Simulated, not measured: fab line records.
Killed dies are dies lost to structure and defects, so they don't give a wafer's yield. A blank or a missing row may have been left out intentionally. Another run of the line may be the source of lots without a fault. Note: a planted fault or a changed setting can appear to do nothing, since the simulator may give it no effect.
Chamber matching -- flow nand harc -- pecvd-03 running NHARC_A_STAIRCASE_DEP_156: 3 sister chambers
The step deposits SiNx, target thk 50 nm. 3 wafers are shown with their chamber, then 7 later ones without.

## WAFERS PAIRED WITH THEIR CHAMBERS
wafer,chamber,heater power w (W)
L082.3,2,862
L089.6,0,738
L093.5,1,674

## WAFERS MISSING THEIR CHAMBER
wafer,heater power w (W)
L093.6,791
L094.1,745
L094.2,806
L094.4,825
L095.1,851
L095.3,852
L095.4,831

## CHAMBER TAKEN BY EACH
wafer,from the rows above,in truth
L093.6,can't be placed: 0 or 2 or 1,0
L094.1,can't be placed: 0 or 1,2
L094.2,can't be placed: 2 or 0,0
L094.4,can't be placed: 2 or 0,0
L095.1,2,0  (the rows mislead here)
L095.3,2,2
L095.4,can't be placed: 2 or 0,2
Correctly placed: 1 of 7. These rows do not allow placing 5 (true chamber among the candidates in 4). 1 placed wrongly.
How it was worked out, from the rows above alone: a wafer's distance from a chamber is the root of the sum, over the readings, of the square of ((its reading less the chamber's mean) divided by the reading's scatter). If the next closest chamber is less than 2 further off than the closest, the wafer can't be placed; otherwise it belongs to the closest. For every chamber, the mean is computed from those of its wafers that are shown. The scatter: with one shown wafer a chamber, the root of the mean of the squares of how far each hidden wafer lies from its nearest shown one.
